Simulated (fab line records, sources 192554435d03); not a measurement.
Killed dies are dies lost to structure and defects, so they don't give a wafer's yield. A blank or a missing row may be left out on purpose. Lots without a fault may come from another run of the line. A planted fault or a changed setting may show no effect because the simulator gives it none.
Which tool did it? | flow n5_finfet | 10 lots, 30 wafers sampled, at 6 steps of a route of 1938

WHAT THE GAUGES READ, wafer by wafer
N5_PASSIVATION_INSPECT_57: inspects for defects (macro).
lot  | measured     | on                | raw_defect_count
L470 | day 13 19:41 | defect_inspect-02 | 1 0 1
L473 | day 15 21:20 | defect_inspect-01 | 1 1 1
L482 | day 17 19:27 | defect_inspect-01 | 1 1 0
L488 | day 18 00:03 | defect_inspect-01 | 6 2 2
L486 | day 18 18:14 | defect_inspect-01 | >300 >300 288
L483 | day 18 19:13 | defect_inspect-02 | >300 >300 >300
L487 | day 18 23:32 | defect_inspect-01 | 292 >300 >300
L489 | day 19 03:34 | defect_inspect-02 | 2 0 2
L490 | day 20 22:47 | defect_inspect-02 | 3 0 0
L491 | day 21 02:40 | defect_inspect-02 | 3 2 1

WHICH TOOL RAN EACH LOT (tool, then ch and the chambers of the sampled wafers, then the start)
lot  | N5_PASSIVATION_DEGAS_18      | N5_PASSIVATION_PRE_CLEAN_19  | N5_PASSIVATION_PASS_ETCH_47        | N5_PASSIVATION_ETCH_54             | N5_PASSIVATION_PROBE_49
L470 | pvd_sputter-01, day 13 13:19 | pvd_sputter-01, day 13 13:22 | rie_diel-02 ch 0,3, day 13 16:17   | rie_diel-02 ch 0,3, day 13 16:31   | prober-01, day 13 19:26
L473 | pvd_sputter-01, day 15 15:01 | pvd_sputter-01, day 15 15:03 | rie_diel-05 ch 0,1, day 15 17:58   | rie_diel-05 ch 0,1, day 15 18:11   | prober-02, day 15 20:59
L482 | pvd_sputter-03, day 17 13:17 | pvd_sputter-03, day 17 13:20 | rie_diel-04 ch 0,3, day 17 16:05   | rie_diel-04 ch 0,3, day 17 16:19   | prober-02, day 17 19:08
L488 | pvd_sputter-03, day 17 17:57 | pvd_sputter-03, day 17 17:59 | rie_diel-05 ch 0,1,2, day 17 20:36 | rie_diel-05 ch 0,1,2, day 17 20:50 | prober-01, day 17 23:45
L486 | pvd_sputter-01, day 18 11:25 | pvd_sputter-01, day 18 11:28 | rie_diel-05 ch 0,2,3, day 18 14:29 | rie_diel-05 ch 0,2,3, day 18 14:43 | prober-01, day 18 17:56
L483 | pvd_sputter-01, day 18 12:14 | pvd_sputter-01, day 18 12:17 | rie_diel-05 ch 1,3, day 18 15:05   | rie_diel-05 ch 1,3, day 18 15:19   | prober-02, day 18 18:57
L487 | pvd_sputter-02, day 18 17:29 | pvd_sputter-02, day 18 17:32 | rie_diel-05 ch 1,2,3, day 18 20:08 | rie_diel-05 ch 1,2,3, day 18 20:22 | prober-01, day 18 23:11
L489 | pvd_sputter-02, day 18 21:27 | pvd_sputter-02, day 18 21:29 | rie_diel-02 ch 0,1, day 19 00:12   | rie_diel-02 ch 0,1, day 19 00:26   | prober-02, day 19 03:19
L490 | pvd_sputter-03, day 20 16:48 | pvd_sputter-03, day 20 16:50 | rie_diel-02 ch 0,2,3, day 20 19:26 | rie_diel-02 ch 0,2,3, day 20 19:40 | prober-02, day 20 22:26
L491 | pvd_sputter-01, day 20 20:36 | pvd_sputter-01, day 20 20:38 | rie_diel-02 ch 0,2,3, day 20 23:19 | rie_diel-02 ch 0,2,3, day 20 23:32 | prober-02, day 21 02:19
- N5_PASSIVATION_DEGAS_18: time 60 s.
- N5_PASSIVATION_PRE_CLEAN_19
- N5_PASSIVATION_PASS_ETCH_47: etches SiNx in CF4/O2, target depth 770 nm, time 385 s.
- N5_PASSIVATION_ETCH_54: etches SiO2 in CHF3/O2, target depth 880 nm, time 440 s.
- N5_PASSIVATION_PROBE_49

WHAT THE TOOLS THEMSELVES READ (means of the sampled wafers that have a number; where no wafer has one, the mark that the record gives instead)
N5_PASSIVATION_DEGAS_18.
lot  | tool           | heater_power_w (W)
L470 | pvd_sputter-01 | 484
L473 | pvd_sputter-01 | 466
L482 | pvd_sputter-03 | 467
L488 | pvd_sputter-03 | 446
L486 | pvd_sputter-01 | 442
L483 | pvd_sputter-01 | 477
L487 | pvd_sputter-02 | 471
L489 | pvd_sputter-02 | 443
L490 | pvd_sputter-03 | 469
L491 | pvd_sputter-01 | 490

N5_PASSIVATION_PRE_CLEAN_19.
lot  | tool           | heater_power_w (W)
L470 | pvd_sputter-01 | 489
L473 | pvd_sputter-01 | 463
L482 | pvd_sputter-03 | 483
L488 | pvd_sputter-03 | 443
L486 | pvd_sputter-01 | 443
L483 | pvd_sputter-01 | 479
L487 | pvd_sputter-02 | 475
L489 | pvd_sputter-02 | 439
L490 | pvd_sputter-03 | 473
L491 | pvd_sputter-01 | 501

N5_PASSIVATION_PASS_ETCH_47.
lot  | tool        | O2_flow_sccm (sccm) | drypump_motor_current_A (A) | oes_product_au (a.u.) | rf_vpp_V (V) | showerhead_plenum_p_Torr (Torr) | throttle_valve_pct (%)
L470 | rie_diel-02 | 9.99                | 5.9                         | 0.88                  | 242.1        | 2.24                            | 15.70
L473 | rie_diel-05 | 9.99                | 6.2                         | 0.73                  | 239.8        | 2.17                            | 15.92
L482 | rie_diel-04 | 10.01               | 5.8                         | 0.85                  | 239.3        | 2.18                            | 15.59
L488 | rie_diel-05 | 9.99                | 6.0                         | 0.79                  | 240.8        | 2.16                            | 15.72
L486 | rie_diel-05 | 10.01               | 5.8                         | 0.85                  | 240.0        | 2.20                            | 15.66
L483 | rie_diel-05 | 10.03               | 6.0                         | 0.83                  | 241.2        | 2.17                            | 15.67
L487 | rie_diel-05 | 10.00               | 5.8                         | 0.88                  | 241.5        | 2.18                            | 15.57
L489 | rie_diel-02 | 9.99                | 6.0                         | 0.82                  | 242.7        | 2.19                            | 15.85
L490 | rie_diel-02 | 10.02               | 5.6                         | 0.84                  | 242.3        | 2.20                            | 15.83
L491 | rie_diel-02 | 10.01               | 5.6                         | 0.84                  | 242.2        | 2.19                            | 15.83

N5_PASSIVATION_ETCH_54.
lot  | tool        | O2_flow_sccm (sccm) | drypump_motor_current_A (A) | oes_product_au (a.u.) | rf_vpp_V (V) | showerhead_plenum_p_Torr (Torr) | throttle_valve_pct (%)
L470 | rie_diel-02 | 5.000               | 5.9                         | 0.89                  | 527          | 2.45                            | 18.65
L473 | rie_diel-05 | 5.006               | 6.2                         | 0.73                  | 523          | 2.37                            | 18.82
L482 | rie_diel-04 | 4.978               | 5.8                         | 0.85                  | 520          | 2.39                            | 18.53
L488 | rie_diel-05 | 5.009               | 6.0                         | 0.79                  | 523          | 2.36                            | 18.65
L486 | rie_diel-05 | 5.008               | 5.8                         | 0.85                  | 521          | 2.41                            | 18.61
L483 | rie_diel-05 | 5.005               | 6.0                         | 0.83                  | 527          | 2.37                            | 18.59
L487 | rie_diel-05 | 4.999               | 5.8                         | 0.87                  | 524          | 2.39                            | 18.50
L489 | rie_diel-02 | 5.005               | 6.0                         | 0.82                  | 529          | 2.39                            | 18.77
L490 | rie_diel-02 | 5.000               | 5.6                         | 0.84                  | 527          | 2.40                            | 18.79
L491 | rie_diel-02 | 4.996               | 5.6                         | 0.84                  | 527          | 2.40                            | 18.79

N5_PASSIVATION_PROBE_49.
lot  | tool      | defect_limited_yield (%) | killed_at_M0_to_M3 | killed_at_M4_up | killed_at_contacts | killed_at_front_end | killed_at_other | killed_dies | killed_open | killed_short | sort_bin_5_function (%) | sort_bin_6_memory (%) | sort_n_pass | sort_yield_pct (%)
L470 | prober-01 | 89.8                     | 39                 | 12              | 21                 | 44                  | 5               | 120         | 90          | 30           | 6.0                     | 3.8                   | 1060        | 89.8
L473 | prober-02 | 93.1                     | 25                 | 16              | 10                 | 30                  | 1               | 81          | 52          | 29           | 3.8                     | 2.8                   | 1099        | 93.1
L482 | prober-02 | 92.3                     | 24                 | 14              | 12                 | 38                  | 3               | 91          | 60          | 30           | 4.3                     | 3.1                   | 1089        | 92.3
L488 | prober-01 | 89.2                     | 50                 | 15              | 30                 | 30                  | 2               | 128         | 86          | 40           | 6.4                     | 4.1                   | 1052        | 89.2
L486 | prober-01 | 83.6                     | 37                 | 13              | 14                 | 29                  | 101             | 194         | 57          | 38           | 10.4                    | 4.0                   | 986         | 83.6
L483 | prober-02 | 86.6                     | 33                 | 10              | 13                 | 29                  | 73              | 159         | 56          | 35           | 8.3                     | 3.8                   | 1021        | 86.6
L487 | prober-01 | 84.2                     | 29                 | 17              | 11                 | 42                  | 87              | 186         | 68          | 34           | 10.3                    | 4.1                   | 994         | 84.2
L489 | prober-02 | 91.2                     | 31                 | 16              | 13                 | 43                  | 1               | 104         | 69          | 36           | 4.6                     | 3.9                   | 1076        | 91.2
L490 | prober-02 | 90.4                     | 30                 | 18              | 15                 | 45                  | 6               | 114         | 77          | 35           | 6.3                     | 3.0                   | 1066        | 90.4
L491 | prober-02 | 90.9                     | 36                 | 16              | 9                  | 43                  | 4               | 108         | 73          | 33           | 5.7                     | 3.2                   | 1072        | 90.9

THE ANSWER, worked out from the rows above alone
Rule: what is usual is taken from the lots themselves. Put in order of their means at a reading, lots are off if they are a third of the lots or fewer, leave a main group of 4 or more, and stand apart from it by a gap of 3 or more times the standard deviation of the main group's means; of several such gaps the widest counts. A main group whose means are all the same, to the digits that the tables above print for the reading, isn't used. A lot without any number at a reading at which 4 lots or more have one is off too. The other lots that the step has rows for count as sound. The gauges are gone through in route order, then the tools' own readings, and for those a lot's mean is taken as printed above. The first step at which some lot is off is used, and at that step the reading that is off furthest; a lot without a number counts as furthest.
Off: L486, L483, L487, at N5_PASSIVATION_INSPECT_57 (raw_defect_count). Without a number there: L483. The main group: mean 1.4, standard deviation 0.89.
A tool fits if, at a process step before that reading, it ran every lot that is off, and no sound lot after the first of them. The gauges at N5_PASSIVATION_INSPECT_57 aren't tried: what is off there is off at N5_PASSIVATION_PROBE_49 too, on other tools, and a gauge's error can't cause that. One fits: rie_diel-05 at N5_PASSIVATION_PASS_ETCH_47 and N5_PASSIVATION_ETCH_54. At N5_PASSIVATION_PASS_ETCH_47 its last sound lot is L488 (day 17 20:36), its first lot that is off L486 (day 18 14:29): a fault that began between those two fits.

WHAT THE SIMULATOR HAD PUT IN
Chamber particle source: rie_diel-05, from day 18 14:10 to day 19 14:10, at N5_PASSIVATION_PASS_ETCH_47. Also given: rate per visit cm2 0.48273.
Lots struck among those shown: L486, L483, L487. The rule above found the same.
